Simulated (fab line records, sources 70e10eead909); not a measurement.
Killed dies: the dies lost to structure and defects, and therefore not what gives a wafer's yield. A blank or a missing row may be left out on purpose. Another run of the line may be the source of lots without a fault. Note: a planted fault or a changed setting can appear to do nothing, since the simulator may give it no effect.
A struck lot beside a sound one | flow nand-harc | 40 out of 1159 route steps
Sound: wafers L675.1, L675.3, L675.4. Struck: wafer L678.6 (left out: L678.5, a lot-mate that was not struck); the cause follows at the end.
At each step with rows: each side's tool, then ch and its chambers, then its first start. Under that, the readings that differ: sound wafers | struck wafers | difference of the means | sigmas: that difference in standard deviations of wafers without a fault.
alike: words and numbers the same on both sides, and readings whose means are apart by under 2 such deviations; not compared: readings that were withheld, readings missing a value for some wafer, numbers with overlapping values and no deviation given by the record, and bounds like >300 which may hide the same value.
A row with sigmas, a row that says differs or no value, or rows on one side alone: a step with any of these is where the two part. When numbers do not overlap yet have no deviation, they are printed without sigmas and do not part them. A reading that every wafer of one side lacks parts them only if that side has two wafers or more.

NHARC_THIN_TSV_ETCH_44: etches the open film in CF4/O2, target depth 1594.2 nm, time 797.1 s.
  sound on rie-diel-08 ch 0,1,2, day 19 01:50; struck on rie-diel-08 ch 2, day 20 04:07
  alike: drypump-motor-current-A, o2-flow-sccm, oes-product-au, rf-vpp-V, showerhead-plenum-p-Torr, throttle-valve-pct
  not compared: rf-hours-counter-h
then, 1 step without rows for these wafers: NHARC_THIN_TSV_ETCH_15 (target depth 3000 nm, bosch target overetch cycles 2, bosch etch step 2.8 s).
NHARC_THIN_TSV_CD_MEAS_16:
  sound: cd-sem-03 at day 19 02:35; struck: cd-sem-03 at day 20 04:37
  alike: cd-nm
NHARC_THIN_TSV_STRIP_45: strips in O2.
  sound on plasma-asher-01 ch 0,1, day 19 02:39; struck on plasma-asher-02 ch 1, day 20 05:23
  reading                     | sound       | struck | difference | sigmas
  drypump-motor-current-A (A) | 5.8 5.9 5.8 | 6.6    | +0.8       | +2
  rf-refl-power-W (W)         | 13 19 13    | 22     | +7         | +2
  alike: heater-power-w
  not compared: rf-hours-counter-h
then, 1 step without rows for these wafers: NHARC_THIN_TSV_STRIP_46 (strips in post etch residue remover, time 1200 s).
NHARC_THIN_TSV_DEP_47: deposits SiO2, target thk 200 nm.
  sound on pecvd-02 ch 1,2, day 19 03:35; struck on pecvd-03 ch 2, day 20 06:08
  alike: throttle-valve-pct
  not compared: since-wet-clean-h
then, 2 steps without rows for these wafers: NHARC_THIN_TSV_ETCHBACK_48 (etches the open film in C4F8/Ar, target depth 1028.5 nm, time 405.17 s); NHARC_THIN_TSV_STRIP_62 (strips in N2/H2, time 20 s).
NHARC_THIN_TSV_DEGAS_49: time 120 s.
  sound: pvd-sputter-02 at day 19 04:28; struck: pvd-sputter-01 at day 20 06:59
  alike: heater-power-w
then, 3 steps without rows for these wafers: NHARC_THIN_TSV_PRE_CLEAN_50 (time 30 s); NHARC_THIN_TSV_PVD_19 (deposits TaN, target thk 20 nm); NHARC_THIN_TSV_PVD_51 (deposits Cu, target thk 100 nm).
NHARC_THIN_TSV_ECD_20: material Cu, target thk 2000 nm.
  sound on ecd-cu-01 ch 0,1, day 19 04:56; struck on ecd-cu-01 ch 0,1, day 20 07:49
then, 4 steps without rows for these wafers: NHARC_THIN_TSV_ANNEAL_52 (time 90 s); NHARC_THIN_TSV_CMP_21 (polishes, t overpolish 30 s, target thk 2000 nm); NHARC_THIN_TSV_SRD_23; NHARC_THIN_TSV_DEGAS_53 (time 60 s).
NHARC_THIN_TSV_PRE_CLEAN_54: time 30 s.
  sound: pvd-sputter-01 at day 19 06:35; struck: pvd-sputter-02 at day 20 09:06
  alike: heater-power-w
then, 10 steps without rows for these wafers: NHARC_THIN_TSV_PVD_55 (deposits TiN, target thk 50 nm); NHARC_THIN_TSV_PVD_24 (deposits Al, target thk 800 nm); NHARC_THIN_TSV_DEHYDRATE_25 (time 120 s); NHARC_THIN_TSV_HMDS_26 (time 30 s); NHARC_THIN_TSV_COAT_27; NHARC_THIN_TSV_SOFTBAKE_28 (time 95 s); NHARC_THIN_TSV_EBR_29; NHARC_THIN_TSV_EXPOSE_30 (exposes mask PAD); NHARC_THIN_TSV_PEB_31 (peb time 85 s); NHARC_THIN_TSV_DEVELOP_32 (time 70 s).
NHARC_THIN_TSV_CD_MEAS_33 targets a cd of 5000 nm.
  sound on cd-sem-03 ch 0, day 19 07:31; struck on cd-sem-01 ch 0, day 20 10:08
  alike: cd-nm
then, 6 steps without rows for these wafers: NHARC_THIN_TSV_HARDBAKE_34 (time 80 s); NHARC_THIN_TSV_DESCUM_35 (chemistry O2, time 3 s); NHARC_THIN_TSV_ETCH_59 (etches the open film in Cl2/BCl3, target depth 880 nm, time 138.1 s); NHARC_THIN_TSV_ETCH_36 (etches the open film in Cl2/BCl3, target depth 65 nm, time 18.571 s); NHARC_THIN_TSV_STRIP_56 (strips in O2); NHARC_THIN_TSV_STRIP_57 (strips in post etch residue remover, time 1200 s).
NHARC_THIN_TSV_CD_MEAS_37:
  sound: cd-sem-01 at day 19 09:01; struck: cd-sem-02 at day 20 11:35
  alike: cd-nm
then, 1 step without rows for these wafers: NHARC_THIN_TSV_ANNEAL_58 (time 1800 s).
NHARC_THIN_TSV_INSPECT_40:
  sound: defect-inspect-02 at day 19 13:59; struck: defect-inspect-02 at day 20 16:02
  alike: raw-defect-count
NHARC_END_WLT_00:
  rows exist in the record for the sound wafers here (prober-01, day 19 19:43), none for the struck ones
NHARC_END_SORT_01:
  sound on prober-01 ch 0, day 19 22:43; struck on prober-01 ch 0, day 21 07:31
  reading                  | sound          | struck | difference | sigmas
  defect-limited-yield (%) | 95.4 95.7 95.9 | 0      | -96        | -64
  killed-at-other          | 1 0 0          | 661    | +661       | +99 or more
  killed-dies              | 31 29 28       | 677    | +648       | +65
  sort_bin_2_pct (%)       | 1.5 1.0 1.6    | 98.4   | +97.0      | +99 or more
  sort-n-pass              | 646 648 649    | 0      | -648       | -65
  sort-rim-yield-pct (%)   | 92 91 93       | 0      | -92        | -29
  sort-yield-pct (%)       | 95.4 95.7 95.9 | 0      | -96        | -64
  alike: killed-at-array, killed-at-periphery, killed-open, killed-short, sort_bin_3_pct, sort_bin_4_pct

## WHERE THEY PART
First at NHARC_THIN_TSV_STRIP_45; last, within this record, at NHARC_END_SORT_01.

WHY: whatever the simulator had introduced
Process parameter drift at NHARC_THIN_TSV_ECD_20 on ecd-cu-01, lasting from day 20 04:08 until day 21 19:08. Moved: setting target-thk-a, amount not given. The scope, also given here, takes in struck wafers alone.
